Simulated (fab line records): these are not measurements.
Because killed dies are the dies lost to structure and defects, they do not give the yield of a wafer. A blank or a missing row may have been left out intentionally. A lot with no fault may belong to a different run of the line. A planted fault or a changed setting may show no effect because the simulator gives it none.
Comparing a struck lot with a sound one -- flow n5Finfet -- 38 steps out of a route of 1938
Sound: these wafers, L613.1, L613.3, L613.4. Wafers struck: L623.1, L623.2, L623.4. At the end, the cause is stated.
Each step with rows lists, per side, the tool, then ch with its chambers, then its first start. Under that, the readings that differ: sound wafers -- struck wafers -- difference of the means -- sigmas: that difference in standard deviations of wafers without a fault.
alike: words and numbers the same on both sides, and readings whose means are apart by under 2 such deviations; not compared: readings that were withheld, readings missing a value for some wafer, numbers with overlapping values and no deviation given by the record, and bounds like >300 which may hide the same value.
A row with sigmas, a row that says differs or no value, or rows on one side alone: a step with any of these is where the two part. Non-overlapping numbers with no deviation appear without sigmas and do not part them. Lack of a reading on every wafer of one side parts them only where that side has two or more wafers.

first, 9 steps without rows for these wafers: N5_HKMG_FIN_COAT_42 (time 60 s, resist thk 35 nm); N5_HKMG_FIN_COAT_43 (resist thk 90 nm); N5_HKMG_FIN_EBR_45; N5_HKMG_FIN_SOFTBAKE_44 (time 60 s); N5_HKMG_FIN_EXPOSE_46 (exposes mask NDIPOLE); N5_HKMG_FIN_PEB_47 (peb time 60 s); N5_HKMG_FIN_DEVELOP_48 (develop time 30 s); N5_HKMG_FIN_DESCUM_53 (chemistry O2, time 7.9 s); N5_HKMG_FIN_ETCH_54 (etches SiARC in CF4, target depth 45.5 nm, time 75.8 s).
N5_HKMG_FIN_ETCH_55: etches SOC in N2/H2, target depth 240 nm, time 300 s.
  sound on rieDiel-02 ch 0,2,3, day 4 06:04; struck on rieDiel-02 ch 0,1,3, day 6 18:46
  alike: drypumpMotorCurrentA, oesProductAu, rfFwdPowerW, rfVppV, showerheadPlenumPTorr, throttleValvePct
  not compared: rfHoursCounterH
then, 25 steps without rows for these wafers: N5_HKMG_FIN_STRIP_56 (strips in N2/H2); N5_HKMG_FIN_STRIP_57 (strips in CF4); N5_HKMG_FIN_ETCH_58 (etches SOC in N2/H2, target depth 215.8 nm, time 741 s); N5_HKMG_FIN_STRIP_93 (strips SOC in N2/H2, time 20 s); N5_HKMG_FIN_WET_ETCH_76 (etches Al2O3 in dNH4OH, stops on La2O3, target depth 2.25 nm, rinse time 30 s); N5_HKMG_FIN_STRIP_60 (strips in N2/H2, time 360 s); N5_HKMG_FIN_WET_ETCH_77 (etches La2O3 in dHCl, stops on HfO2, target depth 2 nm); N5_HKMG_FIN_WET_ETCH_78 (etches Al2O3 in dNH4OH, stops on La2O3, target depth 4.5 nm, rinse time 30 s); N5_HKMG_FIN_ALD_79 (deposits TiN, target thk 1.5 nm, pulse time 1 s, purge time 3 s); N5_HKMG_FIN_CVD_62 (deposits a-Si from Si2H6, target thk 3 nm, time 20.8 s); N5_HKMG_FIN_RTA_80 (time 2 s); N5_HKMG_FIN_PRECLEAN_64 (cleans in dHF, time 30 s); N5_HKMG_FIN_WET_ETCH_65 (etches a-Si in TMAH, stops on TiN, time 49 s, target depth 3 nm); N5_HKMG_FIN_WET_ETCH_81 (etches TiN in SC1, stops on HfO2, time 57 s, target depth 6 nm); N5_HKMG_FIN_WET_ETCH_82 (etches La2O3 in dHCl, stops on HfO2, target depth 2 nm, rinse time 30 s); N5_HKMG_FIN_ALD_36 (deposits TiN, target thk 1 nm, pulse time 1 s, purge time 3 s); N5_HKMG_FIN_PWFM_ALD_03 (deposits TiN, target thk 2 nm, pulse time 1 s, purge time 3 s); N5_HKMG_FIN_COAT_29 (time 60 s, resist thk 300 nm); N5_HKMG_FIN_COAT_30 (time 60 s, resist thk 35 nm); N5_HKMG_FIN_COAT_06 (resist thk 90 nm); N5_HKMG_FIN_EBR_08; N5_HKMG_FIN_SOFTBAKE_07 (time 60 s); N5_HKMG_FIN_EXPOSE_09 (exposes mask NWFM); N5_HKMG_FIN_PEB_10 (peb time 60 s); N5_HKMG_FIN_DEVELOP_11 (develop time 30 s).
N5_HKMG_FIN_INSPECT_14: inspects for defects (macro).
  sound on defectInspect-02 at day 4 09:14; struck on defectInspect-02 at day 6 22:04
reading,sound,struck,difference,sigmas
rawDefectCount,1 2 2,>300 >300 >300,differs,
-- here the record skips 4 days between the struck wafers' starts before and after, leaving off in module HKMG_FIN and picking up in module BEOL_M4 (first step shown: number 1111 of the route) --
N5_BEOL_M4_RC_MEAS_101:
  sound on prober-01 ch 0, day 8 07:28; struck on prober-01 ch 0, day 11 03:37
  alike: DIBL_N, DIBL_P, IOFF_N, IOFF_P, ION_N, ION_P, SS_N, SS_P, VT_N, VT_P
-- a jump in the record: the struck wafers' starts before and after are 5 days apart (it breaks off in module BEOL_M4 and resumes in module PASSIVATION, where the first step shown is number 1936 of the route) --
N5_PASSIVATION_PROBE_49:
  sound on prober-02 at day 13 01:27; struck on prober-02 at day 15 16:24
reading,sound,struck,difference,sigmas
defectLimitedYield (%),90.7 89.7 89.3,84.9 89.9 79.2,-5.2,-3
killedAtFrontEnd,39 54 47,124 70 194,+83,+6
killedDies,110 122 126,178 119 245,+61,+4
killedOnRim,12 7 13,31 28 11,+13,+3
killedOpen,70 90 78,51 44 49,-31,-2
sort_bin_5_function (%),5.6 5.9 6.4,8.7 5.5 12.7,+3.0,+3
sortNPass,1070 1058 1054,1002 1061 935,-61,-3
sortYieldPct (%),90.7 89.7 89.3,84.9 89.9 79.2,-5.2,-3
  alike: killed_at_M0_to_M3, killed_at_M4_up, killedAtContacts, killedAtOther, killedShort, sort_bin_6_memory

WHERE THEY PART
At N5_HKMG_FIN_INSPECT_14 first; at N5_PASSIVATION_PROBE_49 last (within this record only).

WHY: what had been put in by the simulator
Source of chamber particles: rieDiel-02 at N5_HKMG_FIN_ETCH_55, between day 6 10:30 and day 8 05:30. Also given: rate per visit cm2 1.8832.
